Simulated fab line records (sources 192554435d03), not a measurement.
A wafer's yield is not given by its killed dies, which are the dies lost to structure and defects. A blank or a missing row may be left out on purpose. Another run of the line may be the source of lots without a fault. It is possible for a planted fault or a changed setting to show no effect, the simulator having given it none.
Struck lot and sound lot, side by side	flow n5Finfet	20 steps out of a route of 1938
Sound: the wafers L725.2, L725.5, L725.6. Wafers L734.1, L734.2, L734.5 were the ones struck. At the end, the cause is stated.
Order at every step that has rows: each side's tool, ch and its chambers, its first start. Under that, the readings that differ: sound wafers	struck wafers	difference of the means	sigmas: that difference in standard deviations of wafers without a fault.
alike: a reading whose means differ by less than 2 such deviations, as well as words and numbers matching on both sides. not compared: withheld readings; readings where some wafer has no value; bounds like >300 that might hide an equal value; numbers whose values overlap and for which the record gives no deviation.
A row with sigmas, a row that says differs or no value, or rows on one side alone: a step with any of these is where the two part. Numbers that have no deviation but don't overlap get no sigmas and don't part them. A reading that every wafer of one side lacks parts them only if that side has two wafers or more.

first, 11 steps without rows for these wafers: N5_BEOL_M3_ETCH_74 (etches underlayer in N2/H2, target depth 6.5 nm, time 5.2 s); N5_BEOL_M3_ETCH_63 (etches SiARC in CF4, target depth 15.6 nm, time 26 s); N5_BEOL_M3_ETCH_64 (etches SOC in N2/H2, target depth 75 nm, overetch 15 nm, time 112.5 s); N5_BEOL_M3_STRIP_65 (strips in N2/H2); N5_BEOL_M3_STRIP_75 (strips in N2/H2); N5_BEOL_M3_STRIP_66 (strips in CF4); N5_BEOL_M3_HM_OPEN_17 (chemistry Cl2/BCl3, target TiN, target depth 20 nm, overetch 6 nm); N5_BEOL_M3_STRIP_19 (strips in O2); N5_BEOL_M3_COAT_67 (time 60 s, resist thk 60 nm); N5_BEOL_M3_COAT_68 (time 60 s, resist thk 12 nm); N5_BEOL_M3_COAT_76 (time 60 s, resist thk 5 nm).
N5_BEOL_M3_COAT_22: resist thk 30 nm.
  sound on lithoTrack-05 ch 0, day 8 10:35; struck on lithoTrack-05 ch 0, day 12 14:49
reading	sound	struck	difference	sigmas
spinSpeedRpm (rpm)	1500.0 1498.3 1499.9	1061.9 1062.8 1062.5	-437.0	-99 or more
model.CAR-EUV_of_BEOL_M3_COAT_22.thkNm (nm)	30 30 30	35.6 35.6 35.6	+5.6	
  alike: chillPlateTempC
then, 5 steps without rows for these wafers: N5_BEOL_M3_EBR_24; N5_BEOL_M3_SOFTBAKE_23 (time 60 s); N5_BEOL_M3_EXPOSE_25 (exposes mask V2, defocus 5 nm); N5_BEOL_M3_PEB_26 (peb time 60 s); N5_BEOL_M3_DEVELOP_27 (develop time 30 s).
N5_BEOL_M3_DESCUM_33: chemistry O2, time 7 s.
  sound on rieDiel-02 ch 0,3, day 8 10:59; struck on rieDiel-04 ch 0,1,3, day 12 15:20
reading	sound	struck	difference	sigmas
showerheadPlenumPTorr (Torr)	2.24 2.24 2.08	2.06 2.05 2.02	-0.14	-2
model.CAR-EUV_of_BEOL_M3_COAT_22.thkNm (nm)	26.2 26.2 26.2	31.6 31.8 31.6	+5.5	
  alike: drypumpMotorCurrentA, oesProductAu, rfVppV, tempC, throttleValvePct
  not compared: rfHoursCounterH
then, 1 step without rows for these wafers: N5_BEOL_M3_ETCH_77 (etches underlayer in N2/H2, target depth 6.5 nm, time 5.2 s).
N5_BEOL_M4_RC_MEAS_101:
  sound on prober-02 ch 0, day 9 08:14; struck on prober-02 ch 0, day 13 19:15
  alike: DIBL_N, DIBL_P, IOFF_N, IOFF_P, ION_N, ION_P, SS_N, SS_P, VT_N, VT_P

## WHERE THEY PART
At N5_BEOL_M3_COAT_22 first; at N5_BEOL_M3_DESCUM_33 last (within this record only). Later steps at which nothing parts them and some readings are alike: N5_BEOL_M4_RC_MEAS_101.

WHY: whatever the simulator had introduced
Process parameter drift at N5_BEOL_M3_COAT_22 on lithoTrack-05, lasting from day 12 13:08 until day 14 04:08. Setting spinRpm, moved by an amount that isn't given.
